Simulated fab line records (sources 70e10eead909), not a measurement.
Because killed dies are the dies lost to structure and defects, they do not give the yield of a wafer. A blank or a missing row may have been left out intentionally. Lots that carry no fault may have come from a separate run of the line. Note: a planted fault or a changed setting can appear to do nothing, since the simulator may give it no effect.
A lot that was struck, set against a sound lot / flow nand_harc / 38 steps out of a route of 1302
Sound: these wafers, L230.1, L230.2, L230.6. Struck: wafers L243.2, L243.3, L243.6. Last of all comes the cause.
Per side, at each step with rows, come the tool, then ch with its chambers, and then its first start. Under that, the readings that differ: sound wafers / struck wafers / difference of the means / sigmas: that difference in standard deviations of wafers without a fault.
alike: words and numbers the same on both sides, and readings whose means are apart by under 2 such deviations; not compared: readings that were withheld, readings missing a value for some wafer, numbers with overlapping values and no deviation given by the record, and bounds like >300 which may hide the same value.
Wherever a step has rows on one side only, a row that says differs or no value, or a row with sigmas, the two part there. Numbers that don't overlap but have no deviation are shown without sigmas and don't part them. A reading missing from all wafers of one side parts the sides only when that side holds two or more wafers.

first, 8 steps without rows for these wafers: NHARC_A_STAIRCASE_HMDS_434 (time 30 s); NHARC_A_STAIRCASE_COAT_435; NHARC_A_STAIRCASE_SOFTBAKE_436 (time 170 s); NHARC_A_STAIRCASE_EBR_437; NHARC_A_STAIRCASE_EXPOSE_438 (exposes mask STAIR REV); NHARC_A_STAIRCASE_PEB_439 (peb time 130 s); NHARC_A_STAIRCASE_DEVELOP_440 (time 140 s); NHARC_A_STAIRCASE_HARDBAKE_442 (time 140 s).
NHARC_A_STAIRCASE_DESCUM_443: chemistry O2, time 3 s.
  sound on rie_diel-01 ch 0,1,2, day 19 07:12; struck on rie_diel-02 ch 1,3, day 23 16:28
  alike: drypump_motor_current_A, oes_product_au, rf_vpp_V, showerhead_plenum_p_Torr, throttle_valve_pct
  not compared: rf_hours_counter_h
NHARC_A_STAIRCASE_ETCH_444: etches the open film in C4F8/O2, target depth 20400 nm, time 6800 s.
  sound on rie_diel-01 ch 0,2,3, day 19 08:14; struck on rie_diel-02 ch 0,1,3, day 23 17:29
  alike: bias_w, oes_product_au, rf_vpp_V
  not compared: rf_hours_counter_h
NHARC_A_STAIRCASE_STRIP_446: strips in O2.
  sound on plasma_asher-01 ch 0,1, day 19 11:41; struck on plasma_asher-02 ch 0,1, day 23 20:58
reading=drypump_motor_current_A (A); sound=5.3 4.7 4.7; struck=6.4 6.2 6.3; difference=+1.4; sigmas=+2
  alike: heater_power_w
  not compared: rf_hours_counter_h
then, 3 steps without rows for these wafers: NHARC_A_STAIRCASE_STRIP_447 (strips in SPM, time 900 s); NHARC_A_STAIRCASE_PRECLEAN_448 (cleans in SC1); NHARC_A_STAIRCASE_SRD_449.
NHARC_A_STAIRCASE_CMP_450: polishes SiO2, target thk 200 nm.
  sound on cmp-03 ch 1,3, day 19 12:30; struck on cmp-03 ch 0,1,3, day 23 21:45
  alike: motor_current_A
then, 5 steps without rows for these wafers: NHARC_A_STAIRCASE_CMP_152 (polishes); NHARC_A_STAIRCASE_SRD_154; NHARC_A_STAIRCASE_ETCH_403 (etches SiO2 in dHF, target depth 108.2 nm); NHARC_A_STAIRCASE_ETCHBACK_422 (etches the open film in CH3F/O2, target depth 40 nm, time 74.286 s); NHARC_A_STAIRCASE_ETCH_423 (etches SiO2 in dHF, target depth 30 nm).
NHARC_A_STAIRCASE_ETCHBACK_157: etches the open film in CH3F/O2, target depth 90 nm, time 167.14 s.
  sound on rie_diel-10 ch 0,2,3, day 19 13:29; struck on rie_diel-01 ch 1,2, day 23 22:38
reading=oes_product_au (a.u.); sound=1.01 1.03 1.00; struck=0.95 0.93 0.92; difference=-0.08; sigmas=-3
  alike: bias_w, drypump_motor_current_A, rf_vpp_V, showerhead_plenum_p_Torr, throttle_valve_pct
  not compared: rf_hours_counter_h
then, 1 step without rows for these wafers: NHARC_A_STAIRCASE_STRIP_475 (strips in O2, time 20 s).
NHARC_A_STAIRCASE_DEP_471: deposits SiO2, target thk 100 nm.
  sound on pecvd-02 ch 1,2, day 19 13:44; struck on pecvd-04 ch 0,2, day 23 22:55
  alike: heater_power_w, mfc_precursor_sccm, throttle_valve_pct
then, 13 steps without rows for these wafers: NHARC_A_STAIRCASE_CMP_472 (polishes SiO2); NHARC_A_STAIRCASE_SRD_474; NHARC_A_SGD_CUT_DEP_00 (deposits SiNx, target thk 50 nm); NHARC_A_SGD_CUT_DEHYDRATE_01 (time 120 s); NHARC_A_SGD_CUT_HMDS_02 (time 30 s); NHARC_A_SGD_CUT_COAT_56 (time 75 s); NHARC_A_SGD_CUT_COAT_57 (time 65 s); NHARC_A_SGD_CUT_COAT_03 (resist thk 90 nm); NHARC_A_SGD_CUT_SOFTBAKE_04 (time 55 s); NHARC_A_SGD_CUT_EBR_05; NHARC_A_SGD_CUT_EXPOSE_06 (exposes mask SGD); NHARC_A_SGD_CUT_PEB_07 (peb time 65 s); NHARC_A_SGD_CUT_DEVELOP_08 (develop time 35 s).
NHARC_A_SGD_CUT_CD_MEAS_09: target cd 100 nm.
  sound on cd_sem-01 ch 0, day 19 15:19; struck on cd_sem-03 ch 0, day 24 00:12
  alike: cd_nm
-- record jumps: 5 days between struck wafers' starts before vs after; left off in module A_SGD_CUT, resumes in module END, first step shown is number 1302 of the route --
NHARC_END_SORT_01:
  the record has rows for the struck wafers here (prober-02 ch 0, day 29 06:14) and none for the sound ones

## WHERE THEY PART
At NHARC_A_STAIRCASE_STRIP_446 first; at NHARC_END_SORT_01 last (within this record only).

WHY: the cause the simulator had injected
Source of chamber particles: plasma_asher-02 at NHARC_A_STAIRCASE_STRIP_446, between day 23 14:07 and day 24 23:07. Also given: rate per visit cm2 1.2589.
